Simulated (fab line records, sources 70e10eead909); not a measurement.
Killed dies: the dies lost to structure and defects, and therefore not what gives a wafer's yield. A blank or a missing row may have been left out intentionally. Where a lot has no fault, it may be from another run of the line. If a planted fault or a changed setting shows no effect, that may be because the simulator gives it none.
fab line records	flow nand-harc	part 2 of 2: steps 25 to 31 of 31
[record] lots = 5	wafers = 15	last-day = 33
route steps=1302 shown A_STAIRCASE@653
lots untouched by any fault: they come from a run of this same line in which no faults occurred
start-h: start of the lot's first displayed wafer, in hours after the record's first day	wait-h: hours since the lot's step before	" repeats the value in the row above	L1.1+2: a row that stands for several wafers	- no value, or no start was given	* or withheld: withheld	< > ~ a bound
route shown NAME@n: NAME is a module with steps in the file, n the number in the route of the first one	usual: the fault-free wafers' mean and standard deviation	same: alike in all rows	chamber/n: place in a boat	sites: each site's reading	_std_site: the standard deviation of these	_edge_site: mean of outer sites minus mean of inner sites	radius-mm: how far each site lies from the wafer's centre	mask NAME#n: copy n	behind: the most recent tool/chamber to have shaped the wafer	hold: why the lot was held/for how many hours/how that ended	device: the n, p or np transistor that did not switch	end of line: the same wafers' tests at the end of the route	a step without rows: its recipe alone	killed: at the first sort, the dies lost to defects and structure; wafer yield is something else	map: a wafer's dies, x killed, . not, _ none there
set.NAME: the setting the step ran with; set.NAME@STEP: the setting that earlier step ran with	model.NAME: the simulator's own value behind a step, which no gauge read
lots at some steps of the route; a table a step, a row a wafer
services: a tool's chamber out of use, with start hour (start-h, from the record's first day; less than 0 if before it), hours out, and reason
[[steps]]
[step NHARC_A_STAIRCASE_TRIM_22]
[recipe] time-s = 211.2	o2-flow-sccm = 500	ar-flow-sccm = 0	bias-w = 0	chemistry = O2
[usual] drypump-motor-current-A = 6.0/0.46	oes-product-au = 0.998/0.0075	rf-vpp-V = 57.7/0.89	showerhead-plenum-p-Torr = 3.54/0.16	throttle-valve-pct = 17.037/0.0088
lot.wafer	tool	chamber	start-h	wait-h	drypump-motor-current-A	oes-product-au	rf-hours-counter-h	rf-vpp-V	showerhead-plenum-p-Torr	throttle-valve-pct
L076.2	rie-diel-03	3	-	-	6.1	1.002	27	56.6	3.51	17.055
L076.4	"	1	"	"	5.2	0.999	25	57.7	3.79	17.045
L076.6	"	3	"	"	6.2	1.004	-	56.6	3.51	17.012
L082.2	rie-diel-13	1	-	-	6.4	0.988	19	57.3	3.29	17.048
L082.4	"	1	"	"	6.4	1.004	-	56.6	3.29	17.038
L082.5	"	2	"	"	6.0	0.987	-	57.9	3.54	17.043
L093.3	rie-diel-13	2	-	-	6.0	1.002	9	58.2	3.52	17.037
L093.4	"	3	"	"	6.6	0.997	10	57.2	3.36	17.037
L093.2	"	0	"	"	6.0	1.010	9	58.5	3.53	17.028
L094.3	rie-diel-12	1	-	-	6.3	1.006	39	57.7	3.79	17.030
L094.1	"	2	"	"	6.3	0.985	42	58.2	3.46	17.029
L094.5	"	1	"	"	6.2	1.003	-	59.5	3.79	17.040
L097.4	rie-diel-13	1	-	-	6.4	0.993	10	58.7	3.80	17.028
L097.1	"	3	"	"	6.7	0.995	15	57.7	3.36	17.035
L097.6	"	1	"	"	6.4	0.999	-	58.0	3.80	17.025
[step NHARC_A_STAIRCASE_ETCH_23]
[recipe] target-depth-a = 1000	time-s = 40.5	ion-energy-ev = 400	c4f8-flow-sccm = 20	o2-flow-sccm = 10	ar-flow-sccm = withheld	rf-w = 600	bias-w = 1000	chemistry = C4F8/O2
[usual] oes-product-au = 0.944/0.012	rf-vpp-V = 896/5.6
lot.wafer	tool	chamber	start-h	wait-h	oes-product-au	rf-hours-counter-h	rf-vpp-V
L076.2	rie-diel-03	2	-	-	0.958	27	892
L076.4	"	3	"	"	0.951	27	896
L076.6	"	1	"	"	0.954	-	905
L082.2	rie-diel-13	3	-	-	0.924	29	889
L082.5	"	3	"	"	0.922	-	891
L082.4	"	1	"	"	0.929	-	888
L093.3	rie-diel-13	2	-	-	0.947	10	894
L093.4	"	0	"	"	0.965	9	895
L093.2	"	1	"	"	0.961	9	905
L094.1	rie-diel-12	1	-	-	0.948	39	907
L094.3	"	2	"	"	0.944	42	894
L094.5	"	0	"	"	0.951	-	891
L097.4	rie-diel-13	2	-	-	0.934	14	897
L097.1	"	3	"	"	0.927	15	889
L097.6	"	1	"	"	0.925	-	906
[step NHARC_A_STAIRCASE_TRIM_24]
[recipe] time-s = 211.2	o2-flow-sccm = 500	ar-flow-sccm = 0	bias-w = 0	chemistry = O2
[usual] drypump-motor-current-A = 6.0/0.46	oes-product-au = 0.999/0.0069	rf-vpp-V = 57.8/0.85	showerhead-plenum-p-Torr = 3.52/0.15	throttle-valve-pct = 17.035/0.0093
lot.wafer	tool	chamber	start-h	wait-h	drypump-motor-current-A	oes-product-au	rf-hours-counter-h	rf-vpp-V	showerhead-plenum-p-Torr	throttle-valve-pct
L076.2	rie-diel-03	0	-	-	6.0	1.004	27	59.2	3.54	17.031
L076.4	"	1	"	"	5.2	0.997	25	58.7	3.79	17.034
L076.6	"	1	"	"	5.2	0.989	-	58.2	3.79	17.037
L082.2	rie-diel-13	3	-	-	6.6	0.990	29	57.4	3.38	17.035
L082.5	"	3	"	"	6.6	1.000	-	56.8	3.38	17.037
L082.4	"	1	"	"	6.4	0.992	-	58.2	3.29	17.037
L093.3	rie-diel-13	2	-	-	6.0	1.006	10	58.3	3.52	17.031
L093.2	"	3	"	"	6.6	0.993	10	58.1	3.36	17.043
L093.4	"	0	"	"	6.0	1.005	-	57.3	3.53	17.048
L094.1	rie-diel-12	1	-	-	6.2	0.989	39	57.7	3.79	17.033
L094.3	"	3	"	"	5.9	0.998	38	60.1	3.75	17.042
L094.5	"	0	"	"	6.2	0.999	-	56.7	3.39	17.048
L097.1	rie-diel-13	0	-	-	6.0	0.994	14	57.6	3.52	17.047
L097.4	"	1	"	"	6.5	0.998	10	58.5	3.80	17.041
L097.6	"	3	"	"	6.6	0.992	-	57.7	3.36	17.038
[step NHARC_A_STAIRCASE_ETCH_25]
[recipe] target-depth-a = 1000	time-s = 40.5	ion-energy-ev = 400	c4f8-flow-sccm = 20	o2-flow-sccm = 10	ar-flow-sccm = withheld	rf-w = 600	bias-w = 1000	chemistry = C4F8/O2
[usual] oes-product-au = 0.944/0.01	rf-vpp-V = 896/5.5
lot.wafer	tool	chamber	start-h	wait-h	oes-product-au	rf-hours-counter-h	rf-vpp-V
L076.4	rie-diel-03	1	-	-	0.940	25	906
L076.2	"	3	"	"	0.947	27	895
L076.6	"	2	"	"	0.958	-	894
L082.2	rie-diel-13	1	-	-	0.929	19	888
L082.5	"	3	"	"	0.942	-	890
L082.4	"	1	"	"	0.925	-	886
L093.2	rie-diel-13	2	-	-	0.945	10	896
L093.3	"	3	"	"	0.948	10	890
L093.4	"	2	"	"	0.956	-	896
L094.3	rie-diel-12	2	-	-	0.944	42	892
L094.1	"	0	"	"	0.951	33	889
L094.5	"	2	"	"	0.953	-	894
L097.4	rie-diel-13	1	-	-	0.942	10	905
L097.1	"	0	"	"	0.941	14	896
L097.6	"	1	"	"	0.944	-	906
[step NHARC_A_STAIRCASE_TRIM_26]
[recipe] time-s = 211.2	o2-flow-sccm = 500	ar-flow-sccm = 0	bias-w = 0	chemistry = O2
[usual] drypump-motor-current-A = 6.0/0.47	oes-product-au = 0.999/0.0081	rf-vpp-V = 57.8/0.93	showerhead-plenum-p-Torr = 3.53/0.15	throttle-valve-pct = 17.036/0.01
lot.wafer	tool	chamber	start-h	wait-h	drypump-motor-current-A	oes-product-au	rf-hours-counter-h	rf-vpp-V	showerhead-plenum-p-Torr	throttle-valve-pct
L076.2	rie-diel-03	2	-	-	5.0	1.008	27	57.7	3.46	17.052
L076.4	"	1	"	"	5.2	0.998	25	57.5	3.79	17.037
L076.6	"	3	"	"	6.2	1.009	-	57.0	3.51	17.044
L082.2	rie-diel-13	3	-	-	6.7	0.989	29	57.9	3.38	17.034
L082.5	"	1	"	"	6.4	0.992	-	57.3	3.29	17.033
L082.4	"	2	"	"	6.0	0.992	-	59.7	3.54	17.050
L093.3	rie-diel-13	0	-	-	6.0	1.017	10	57.5	3.53	17.034
L093.2	"	2	"	"	6.0	1.014	10	58.4	3.52	17.040
L093.4	"	2	"	"	6.0	1.006	-	58.0	3.52	17.039
L094.1	rie-diel-12	0	-	-	6.2	1.006	33	56.7	3.39	17.033
L094.3	"	1	"	"	6.3	1.011	39	57.4	3.79	17.037
L094.5	"	0	"	"	6.2	1.009	-	56.0	3.39	17.021
L097.4	rie-diel-13	1	-	-	6.5	1.007	10	57.5	3.80	17.028
L097.1	"	3	"	"	6.6	0.999	15	57.4	3.36	17.044
L097.6	"	2	"	"	6.0	1.002	-	57.3	3.52	17.029
[step NHARC_A_STAIRCASE_ETCH_27]
[recipe] target-depth-a = 1000	time-s = 40.5	ion-energy-ev = 400	c4f8-flow-sccm = 20	o2-flow-sccm = 10	ar-flow-sccm = withheld	rf-w = 600	bias-w = 1000	chemistry = C4F8/O2
[usual] oes-product-au = 0.944/0.015	rf-vpp-V = 896/5.4
lot.wafer	tool	chamber	start-h	wait-h	oes-product-au	rf-hours-counter-h	rf-vpp-V
L076.4	rie-diel-03	3	-	-	0.944	27	894
L076.2	"	0	"	"	0.932	27	896
L076.6	"	3	"	"	0.945	-	896
L082.2	rie-diel-13	2	-	-	0.944	34	896
L082.4	"	1	"	"	0.938	-	888
L082.5	"	2	"	"	0.935	-	896
L093.3	rie-diel-13	2	-	-	0.947	10	896
L093.2	"	3	"	"	0.947	10	891
L093.4	"	3	"	"	0.939	-	890
L094.1	rie-diel-12	2	-	-	0.947	42	893
L094.3	"	0	"	"	0.934	34	891
L094.5	"	3	"	"	0.950	-	903
L097.4	rie-diel-13	2	-	-	0.940	15	894
L097.1	"	3	"	"	0.937	15	889
L097.6	"	1	"	"	0.945	-	906
[step NHARC_A_STAIRCASE_STRIP_175]
[recipe] power-w = 1500	temp-c = 250	chemistry = O2
[usual] drypump-motor-current-A = 5.5/0.37	heater-power-w = 320/11
lot.wafer	tool	chamber	start-h	wait-h	drypump-motor-current-A	heater-power-w	rf-hours-counter-h
L076.2	plasma-asher-01	0	384.25	0.1	6.1	329	30
L076.4	"	0	"	"	6.1	335	-
L076.6	"	0	"	"	6.2	327	-
L082.2	plasma-asher-01	1	432.23	0.1	5.4	309	2
L082.4	"	0	"	"	6.1	332	-
L082.5	"	0	"	"	6.1	331	-
L093.2	plasma-asher-02	1	550.77	0.1	5.1	303	22
L093.3	"	0	"	"	5.4	331	-
L093.4	"	1	"	"	5.1	312	-
L094.1	plasma-asher-02	0	561.68	0.1	5.5	335	26
L094.3	"	1	"	"	5.1	304	-
L094.5	"	1	"	"	5.1	316	-
L097.1	plasma-asher-01	0	573.44	0.1	6.1	321	33
L097.4	"	1	"	"	5.4	309	-
L097.6	"	0	"	"	6.1	325	-
[[services]]
tool	chamber	start-h	hours	kind
rie-diel-13	1	358.12	7.6	repair
rie-diel-13	3	361.39	11.8	repair
wet-bench-06	-	369.60	8.0	pm
rie-diel-13	1	377.44	22.5	repair
rie-diel-13	0	393.35	49.3	repair
litho-track-02	-	402.00	7.0	pm
plasma-asher-01	-	408.28	6.2	repair
litho-track-07	-	426.01	7.0	pm
rie-diel-13	1	441.15	3.3	repair
krf-scanner-01	-	443.16	4.0	pm
rie-diel-12	-	446.18	9.0	pm
rie-diel-13	1	448.55	5.9	repair
litho-track-03	-	450.00	7.0	pm
rie-diel-03	-	458.33	9.0	pm
wet-bench-06	-	478.69	3.0	repair
rie-diel-12	-	488.80	1.9	repair
wet-bench-07	-	502.57	0.8	repair
rie-diel-12	2	505.50	4.2	repair
wet-bench-07	-	512.00	8.0	pm
rie-diel-13	-	519.08	9.0	pm
rie-diel-03	1	519.91	10.9	repair
wet-bench-06	-	545.65	8.0	pm
krf-scanner-01	-	550.52	0.5	repair
rie-diel-03	3	561.84	2.6	repair
